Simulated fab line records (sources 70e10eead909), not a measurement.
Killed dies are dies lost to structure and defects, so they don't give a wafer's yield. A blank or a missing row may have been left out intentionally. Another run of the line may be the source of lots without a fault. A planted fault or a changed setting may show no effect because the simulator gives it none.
fab line records	flow nand_harc
[record] lots = 12	wafers = 34	last_day = 33
route steps=1302 shown A_CHANNEL_HOLE_D1@476 A_ONON_D2@547 A_CHANNEL_HOLE_D2@570 END@1302
lots that met no fault: taken from a fault-free run of the same line
start_h: hours from the record's first day to the start of the lot's first wafer shown	wait_h: how many hours have passed since the lot's step before this one	" same as the row above	L1.1+2: several wafers, shown together as one row	- either no value or no given start	* or withheld: withheld	< > ~ a bound
route shown NAME@n: names a module that has steps shown in the file, with the first one's number in the route	usual: mean/standard deviation of fault-free wafers	same: alike in all rows	chamber/n: place in a boat	sites: per-site readings	_std_site: the standard deviation of these	_edge_site: mean of outer sites minus mean of inner sites	radius_mm: for every site, how far away it sits from the centre of the wafer	mask NAME#n: copy n	behind: tool/chamber where the wafer was last shaped	hold: cause of the lot's hold/its duration in hours/its outcome	device: transistor that didn't switch, given as n, p or np	end of line: the tests these same wafers got at the end of their route	where a step has no rows: the recipe by itself	killed: dies lost to structure and defects at the first sort, not the wafer's yield	map: the dies of a wafer, with x for killed, . for not killed, _ for no die there
set.NAME: the setting the step ran with; set.NAME@STEP: the setting that earlier step ran with	model.NAME: the simulator's own value behind a step, which no gauge read
one table for each step of the route and one row for each wafer, over a sample of lots
services: from which hour (start_h, from the record's first day; less than 0 if before it) a tool's chamber was out of use, for how many hours, and why
[[steps]]
[step NHARC_A_CHANNEL_HOLE_D1_ETCH_24]
[recipe] bias_v = 5000	source_w = withheld	pressure_mtorr = 20	time_s = 906.2	ar_flow_sccm = 375	c4f8_flow_sccm = 93.8	o2_flow_sccm = 31.2	temp_c = -20	target_depth_a = 15000	chemistry = C4F8/O2/Ar
[usual] drypump_motor_current_A = 5.27/0.19	o2_flow_sccm = 31.20/0.098	showerhead_plenum_p_Torr = 3.65/0.12	throttle_valve_pct = 32.235/0.0087
lot.wafer	tool	chamber	start_h	wait_h	drypump_motor_current_A	o2_flow_sccm	rf_hours_counter_h	showerhead_plenum_p_Torr	throttle_valve_pct
L266.2	har_etch-02	0	189.44	0.6	5.66	31.32	301	3.76	32.239
L266.3	"	1	"	"	5.26	31.17	-	3.43	32.249
L266.6	"	0	"	"	5.65	31.22	-	3.76	32.235
L267.1	har_etch-01	1	203.60	0.6	5.10	31.21	101	3.68	32.247
L267.4	"	1	"	"	5.09	31.13	-	3.68	32.238
L267.6	"	1	"	"	5.10	31.07	-	3.68	32.252
L268.1	har_etch-01	1	214.11	0.6	5.11	31.34	105	3.67	32.225
L268.3	"	1	"	"	5.09	31.25	-	3.67	32.241
L268.6	"	0	"	"	5.23	31.16	-	3.72	32.248
L269.4	har_etch-02	0	222.31	0.6	5.65	31.24	-	3.75	32.235
L269.3	"	1	"	"	5.20	31.02	-	3.43	32.244
L269.5	"	0	"	"	5.62	31.28	-	3.75	32.241
L273.2	har_etch-02	1	267.09	0.6	5.21	31.21	346	3.41	32.235
L273.4	"	1	"	"	5.24	31.24	-	3.41	32.244
L273.3	"	0	"	"	5.67	31.13	-	3.73	32.228
L275.1	har_etch-02	0	291.87	0.6	5.65	31.28	358	3.73	32.234
L275.2	"	1	"	"	5.22	31.20	358	3.41	32.244
L275.5	"	0	"	"	5.63	31.27	-	3.73	32.230
L276.1	har_etch-01	0	292.03	0.6	5.23	31.19	151	3.70	32.241
L276.4	"	0	"	"	5.23	31.32	-	3.70	32.241
L276.3	"	1	"	"	5.10	31.26	-	3.65	32.235
L278.2	har_etch-01	0	311.99	0.6	5.24	30.94	163	3.69	32.248
L278.4	"	0	"	"	5.24	31.04	-	3.69	32.238
L278.5	"	1	"	"	5.08	31.28	-	3.64	32.225
L280.2	har_etch-01	0	340.40	0.6	5.22	31.35	178	3.68	32.235
L280.5	"	1	"	"	5.10	31.18	-	3.63	32.245
L280.6	"	0	"	"	5.24	31.24	-	3.68	32.246
L283.2	har_etch-01	1	365.08	0.6	5.11	31.16	193	3.63	32.234
L283.4	"	0	"	"	5.24	31.20	-	3.68	32.212
L287.1	har_etch-01	1	402.97	0.6	5.11	31.36	220	3.61	32.231
L287.2	"	0	"	"	5.23	31.14	220	3.66	32.247
L288.2	har_etch-02	1	410.67	0.6	5.23	31.23	10	3.92	32.243
L288.1	"	0	"	"	5.66	31.36	10	3.69	32.247
L288.5	"	0	"	"	5.63	31.28	-	3.69	32.235
[step NHARC_A_CHANNEL_HOLE_D1_STRIP_27]
[recipe] o2_flow_sccm = 500	ar_flow_sccm = 0	bias_w = 0	chemistry = O2
[usual] drypump_motor_current_A = 5.9/0.35	o2_flow_sccm = 499.8/1.6	oes_product_au = 1.002/0.0088	rf_vpp_V = 57.6/0.83	showerhead_plenum_p_Torr = 3.48/0.13	throttle_valve_pct = 17.036/0.0091
lot.wafer	tool	chamber	start_h	wait_h	drypump_motor_current_A	o2_flow_sccm	oes_product_au	rf_hours_counter_h	rf_vpp_V	showerhead_plenum_p_Torr	throttle_valve_pct
L266.3	rie_diel-13	0	-	-	6.0	499.4	1.006	4	57.3	3.45	17.031
L266.2	"	1	"	"	5.9	499.7	0.986	4	58.1	3.64	17.033
L266.6	"	3	"	"	5.4	499.7	0.998	-	57.5	3.34	17.027
L267.4	rie_diel-07	3	-	-	6.1	500.5	0.999	5	56.0	3.41	17.036
L267.1	"	0	"	"	5.6	498.8	0.997	4	57.8	3.37	17.034
L267.6	"	1	"	"	6.1	500.1	0.992	-	56.8	3.73	17.020
L268.1	rie_diel-10	3	-	-	5.5	502.1	1.020	40	58.1	3.38	17.034
L268.3	"	0	"	"	5.7	501.5	1.017	43	55.3	3.42	17.011
L268.6	"	2	"	"	5.2	498.4	1.002	-	57.4	3.48	17.046
L269.3	rie_diel-13	2	-	-	5.3	499.7	0.999	18	56.6	3.39	17.038
L269.4	"	3	"	"	5.5	498.5	1.005	18	57.9	3.33	17.020
L269.5	"	1	"	"	5.9	501.7	1.007	-	58.0	3.63	17.026
L273.4	rie_diel-07	2	-	-	6.3	501.0	0.999	11	59.2	3.54	17.040
L273.2	"	3	"	"	6.1	498.0	1.015	11	58.3	3.40	17.044
L273.3	"	0	"	"	5.6	501.2	0.999	10	56.7	3.36	17.041
L275.1	rie_diel-07	3	-	-	6.1	499.4	1.003	13	56.6	3.40	17.037
L275.2	"	0	"	"	5.6	498.2	0.989	12	57.8	3.36	17.029
L275.5	"	2	"	"	6.3	498.7	0.992	-	58.5	3.54	17.042
L276.4	rie_diel-10	3	-	-	5.5	498.4	1.012	13	56.7	3.36	17.055
L276.1	"	1	"	"	5.7	501.9	1.008	12	57.7	3.56	17.024
L276.3	"	2	"	"	5.2	499.8	1.002	13	57.0	3.46	17.027
L278.2	rie_diel-07	1	-	-	6.1	500.5	0.999	1	58.3	3.72	17.034
L278.5	"	3	"	"	6.1	500.2	1.015	-	56.7	3.40	17.017
L278.4	"	1	"	"	6.1	502.3	1.002	-	59.2	3.72	17.055
L280.2	rie_diel-07	1	-	-	6.1	500.3	1.006	5	57.7	3.72	17.038
L280.5	"	3	"	"	6.1	499.8	1.012	-	57.4	3.40	17.024
L280.6	"	0	"	"	5.6	501.2	0.997	-	55.7	3.36	17.019
L283.4	rie_diel-07	3	-	-	6.1	497.5	1.001	6	55.9	3.40	17.047
L283.2	"	1	"	"	6.1	500.9	0.989	7	58.5	3.72	17.038
L287.1	rie_diel-07	3	-	-	6.1	499.9	1.010	9	58.4	3.40	17.045
L287.2	"	0	"	"	5.5	500.1	0.999	8	57.9	3.36	17.064
L288.1	rie_diel-13	2	-	-	5.3	500.6	1.012	14	58.1	3.37	17.020
L288.2	"	3	"	"	5.4	497.4	0.997	15	58.3	3.30	17.028
L288.5	"	2	"	"	5.3	501.7	1.012	-	57.6	3.37	17.036
[step NHARC_A_ONON_D2_DEP_03]
[recipe] target_thk_a = 10000	n2_flow_sccm = 2750	n2o_flow_sccm = 2000	nh3_flow_sccm = 500	sih4_flow_sccm = 210	temp_c = 400
[usual] n2o_flow_sccm = 2000/6.1	nh3_flow_sccm = 500.0/1.5	susceptor_temp_C = 400.01/0.19
lot.wafer	tool	chamber	start_h	wait_h	n2o_flow_sccm	nh3_flow_sccm	susceptor_temp_C
L266.2	pecvd_onon-02	0	278.74	0.2	1998	503.2	400.12
L266.3	"	0	"	"	2015	498.9	400.16
L266.6	"	0	"	"	2003	499.5	400.12
L267.1	pecvd_onon-04	0	297.68	0.1	2003	499.5	399.92
L267.4	"	0	"	"	1996	499.1	399.77
L267.6	"	0	"	"	1999	499.3	399.76
L268.1	pecvd_onon-04	0	303.46	0.1	1994	499.5	400.10
L268.3	"	0	"	"	1997	496.8	400.12
L268.6	"	0	"	"	1982	497.5	400.28
L269.3	pecvd_onon-02	0	315.03	0.2	1996	500.0	399.99
L269.4	"	0	"	"	2005	501.3	399.89
L269.5	"	0	"	"	2003	501.7	400.17
L273.2	pecvd_onon-01	0	360.29	0.1	1999	500.6	400.12
L273.3	"	0	"	"	2008	500.3	399.93
L273.4	"	0	"	"	2009	501.2	400.13
L275.1	pecvd_onon-02	0	381.96	0.1	2005	500.1	400.02
L275.2	"	0	"	"	2000	497.7	400.09
L275.5	"	0	"	"	2013	500.9	400.02
L276.1	pecvd_onon-04	0	381.97	0.1	2000	497.1	399.85
L276.3	"	0	"	"	2012	499.0	399.94
L276.4	"	0	"	"	2005	499.8	399.81
L278.2	pecvd_onon-02	0	397.81	0.1	2001	501.1	399.93
L278.4	"	0	"	"	1992	502.3	400.05
L278.5	"	0	"	"	2001	501.5	400.08
L280.2	pecvd_onon-04	0	423.89	0.1	1996	501.5	400.12
L280.5	"	0	"	"	2006	502.3	400.01
L280.6	"	0	"	"	2000	499.5	399.81
L283.2	pecvd_onon-02	0	459.74	0.1	1999	499.0	400.14
L283.4	"	0	"	"	2000	498.0	400.14
L287.1	pecvd_onon-02	0	488.32	0.1	1990	500.9	400.06
L287.2	"	0	"	"	1992	499.2	399.96
L288.1	pecvd_onon-02	0	498.59	0.1	1995	499.4	399.99
L288.2	"	0	"	"	1998	499.2	400.20
L288.5	"	0	"	"	1997	501.4	400.27
[step NHARC_A_ONON_D2_THK_MEAS_05]
[recipe] thk_meas_gauge = ellipsometry
[usual] thk_nm = 1001/11
lot.wafer	tool	chamber	start_h	wait_h	thk_nm
L266.2	film_metro-02	-	279.19	-	998
L266.3	"	-	"	"	997
L266.6	"	-	"	"	995
L267.1	film_metro-01	-	298.19	-	1032
L267.4	"	-	"	"	1031
L267.6	"	-	"	"	1031
L268.1	film_metro-02	-	303.98	-	1010
L268.3	"	-	"	"	1008
L268.6	"	-	"	"	1009
L269.3	film_metro-02	-	315.43	-	1006
L269.4	"	-	"	"	1007
L269.5	"	-	"	"	1008
L273.2	film_metro-01	-	360.74	-	1016
L273.3	"	-	"	"	1017
L273.4	"	-	"	"	1017
L275.1	film_metro-01	-	382.47	-	993
L275.2	"	-	"	"	994
L275.5	"	-	"	"	993
L276.1	film_metro-01	-	382.48	-	995
L276.3	"	-	"	"	997
L276.4	"	-	"	"	997
L278.2	film_metro-02	-	398.27	-	996
L278.4	"	-	"	"	994
L278.5	"	-	"	"	995
L280.2	film_metro-01	-	424.35	-	984
L280.5	"	-	"	"	984
L280.6	"	-	"	"	987
L283.2	film_metro-01	-	460.20	-	1005
L283.4	"	-	"	"	1075
L287.1	film_metro-02	-	488.86	-	1065
L287.2	"	-	"	"	995
L288.1	film_metro-02	-	499.10	-	1050
L288.2	"	-	"	"	983
L288.5	"	-	"	"	982
[step NHARC_A_CHANNEL_HOLE_D2_DEP_00]
[recipe] target_thk_a = 31000	temp_c = 400	material = aC
[usual] susceptor_temp_C = 400.00/0.18	throttle_valve_pct = 35.000/0.0096
lot.wafer	tool	chamber	start_h	wait_h	susceptor_temp_C	throttle_valve_pct
L266.2	acl_dep-03	0	295.27	3.5	399.86	35.012
L266.3	"	0	"	"	400.07	34.981
L266.6	"	0	"	"	399.88	35.011
L267.1	acl_dep-02	0	310.09	0.1	400.35	34.995
L267.4	"	0	"	"	399.96	35.002
L267.6	"	0	"	"	400.04	35.016
L268.1	acl_dep-01	0	316.41	0.1	399.95	34.996
L268.3	"	0	"	"	399.68	35.002
L268.6	"	0	"	"	400.06	35.010
L269.3	acl_dep-01	0	328.54	0.8	-	35.000
L269.4	"	0	"	"	-	34.989
L269.5	"	0	"	"	-	35.006
L273.2	acl_dep-02	0	377.08	4.1	-	35.002
L273.3	"	0	"	"	-	34.999
L273.4	"	0	"	"	-	34.982
L275.1	acl_dep-03	0	397.03	1.5	-	34.998
L275.2	"	0	"	"	-	35.008
L275.5	"	0	"	"	-	35.004
L276.1	acl_dep-02	0	397.83	2.3	400.02	34.974
L276.3	"	0	"	"	400.00	34.997
L276.4	"	0	"	"	399.98	35.031
L278.2	acl_dep-03	0	411.54	2.0	399.85	35.013
L278.4	"	0	"	"	400.01	34.992
L278.5	"	0	"	"	400.15	35.000
L280.2	acl_dep-01	0	436.63	0.4	400.43	35.007
L280.5	"	0	"	"	400.21	34.998
L280.6	"	0	"	"	400.35	34.986
L283.2	acl_dep-03	0	475.75	1.7	399.93	35.006
L287.2	acl_dep-02	0	508.13	3.9	-	34.995
L288.2	acl_dep-01	0	513.20	1.6	399.98	35.001
L288.5	"	0	"	"	399.81	34.990
[step NHARC_END_SORT_01]
[recipe] temp_c = 25
[usual] killed_at_array = 46/16	killed_at_other = 0.9/1.3	killed_at_periphery = 4.1/3	killed_dies = 51/17	killed_open = 3.5/1.8	killed_short = 2.5/1.8
[same] gross_dies = 677
lot.wafer	tool	chamber	start_h	wait_h	killed_at_array	killed_at_other	killed_at_periphery	killed_dies	killed_open	killed_short
L283.2	prober-02	0	769.53	2.8	30	2	11	43	5	2
L283.4	prober-02	0	771.10	3.4	668	3	6	677	2	4
L287.1	prober-01	0	783.14	2.5	675	0	2	677	4	3
L287.2	prober-01	0	783.93	2.8	54	3	5	62	4	3
L288.1	prober-01	0	790.91	2.5	670	2	5	677	0	7
L288.2	prober-01	0	791.72	2.8	51	0	1	52	2	1
L288.5	prober-01	0	794.13	3.7	50	0	3	53	5	4
// killed by level:class
L283.2 A_CONTACT:chamber_film_flake=9 P_M1:chamber_film_flake=6 A_CHANNEL_HOLE_D1:chamber_film_flake=5 P_GATE:chamber_film_flake=4 A_WL_FILL:chamber_film_flake=3 A_CHANNEL_HOLE_D2:chamber_film_flake=2 A_SLIT:chamber_film_flake=2 THIN_TSV:chamber_film_flake=2
L283.4 A_ONON_D2:area_dep=634 A_CHANNEL_HOLE_D1:chamber_film_flake=11 A_CONTACT:chamber_film_flake=5 A_SLIT:chamber_film_flake=5 A_WL_FILL:chamber_film_flake=5 THIN_TSV:chamber_film_flake=3 A_WL_FILL:geometric_particle:short=2 P_M1:chamber_film_flake=2
L287.1 A_ONON_D2:area_dep=622 A_CHANNEL_HOLE_D2:chamber_film_flake=14 A_STAIRCASE:chamber_film_flake=11 A_SLIT:chamber_film_flake=9 A_CONTACT:chamber_film_flake=6 A_CHANNEL_HOLE_D1:chamber_film_flake=4 A_ONON_D2:geometric_particle:open=2 A_CHANNEL_FILL_D2:geometric_particle:short=2
L287.2 A_CHANNEL_HOLE_D2:chamber_film_flake=20 A_CHANNEL_HOLE_D1:chamber_film_flake=11 A_STAIRCASE:chamber_film_flake=8 A_SLIT:chamber_film_flake=7 THIN_TSV:chamber_film_flake=3 P_M0:geometric_particle:open=2 A_ZERO_WELL:chamber_film_flake=2 P_M0:geometric_particle:short=1
L288.1 A_ONON_D2:area_dep=634 A_CHANNEL_HOLE_D2:chamber_film_flake=16 A_SLIT:chamber_film_flake=7 A_CONTACT:chamber_film_flake=6 P_ZERO_WELL:chamber_film_flake=3 A_WL_FILL:geometric_particle:short=2 THIN_TSV:chamber_film_flake=2 P_M0:geometric_particle:short=1
L288.2 A_CHANNEL_HOLE_D2:chamber_film_flake=25 A_SLIT:chamber_film_flake=8 A_CONTACT:chamber_film_flake=7 A_STAIRCASE:chamber_film_flake=6 A_ONON_D1:geometric_particle:open=2 P_CONTACT:geometric_particle:short=1 A_CHANNEL_HOLE_D1:chamber_film_flake=1 A_SGD_CUT:chamber_film_flake=1
L288.5 A_CHANNEL_HOLE_D2:chamber_film_flake=29 A_CONTACT:chamber_film_flake=5 A_ONON_D2:geometric_particle:short=3 A_STAIRCASE:chamber_film_flake=3 A_M0:geometric_particle:open=2 A_DECK1_JOINT:chamber_film_flake=2 A_SGD_CUT:chamber_film_flake=2 P_GATE:geometric_particle:short=1
[[services]]
tool	chamber	start_h	hours	kind
rie_diel-13	-	167.23	9.0	pm
pecvd_onon-02	-	185.00	13.0	pm
rie_diel-13	-	186.67	0.6	repair
acl_dep-01	-	191.19	13.0	pm
rie_diel-13	-	222.22	1.0	repair
rie_diel-07	3	225.57	2.3	repair
acl_dep-02	-	243.61	13.0	pm
rie_diel-07	1	248.96	11.9	repair
rie_diel-13	0	251.50	13.5	repair
rie_diel-07	-	285.05	0.3	repair
rie_diel-07	-	294.90	9.0	pm
acl_dep-03	-	300.13	13.0	pm
pecvd_onon-04	-	311.29	13.0	pm
rie_diel-07	0	314.04	8.0	repair
rie_diel-07	3	324.45	5.9	repair
pecvd_onon-02	-	366.00	13.0	pm
rie_diel-07	2	370.22	1.8	repair
acl_dep-01	-	375.61	13.0	pm
har_etch-02	-	381.63	17.0	pm
acl_dep-02	-	424.99	13.0	pm
rie_diel-07	-	471.90	9.0	pm
acl_dep-03	-	481.60	13.0	pm
pecvd_onon-04	-	492.29	13.0	pm
rie_diel-07	1	496.32	6.1	repair
[[key]]
[first_sign] step = NHARC_A_ONON_D2_THK_MEAS_05	reading = thk_nm	direction = up	sigmas = 5.7	usual = 1001	struck = 1063
[effect] step = NHARC_END_SORT_01	reading = killed_at_array	direction = up	sigmas = 38	usual = 46	struck = 671
[more_kills_born_at] NHARC_A_ONON_D2_DEP_03@pecvd_onon-02 = 1890
met_at NHARC_A_ONON_D2_DEP_03
struck_lots L283,L287,L288
struck_wafers L283.4,L287.1,L288.1
later_rows_left_out L283.4,L287.1,L288.1
tester_left_out L283,L287,L288
not_acting_at NHARC_A_CHANNEL_HOLE_D1_ETCH_24,NHARC_A_CHANNEL_HOLE_D1_STRIP_27,NHARC_A_CHANNEL_HOLE_D2_DEP_00
onset_between 397.81 459.74
[fault] kind = process_parameter_drift	tool = pecvd_onon-02	chamber = -	onset_h = 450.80	steps = NHARC_A_ONON_D2_DEP_03	channel = target_thk_a	offset = *	shape = step	end_h = 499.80	scope = struck_wafers_only	acts_in = *	stated = *
// tester_left_out: of these lots the tester's yield and bins aren't shown, on N5 and GAA mostly nor the transistor test; their killed dies are dies lost to structure and defects alone, not to doping, threshold or leakage, so they don't give the yield
// later_rows_left_out: the simulator's readings of these wafers behind a module that went badly wrong aren't trusted and aren't shown, but for the sort
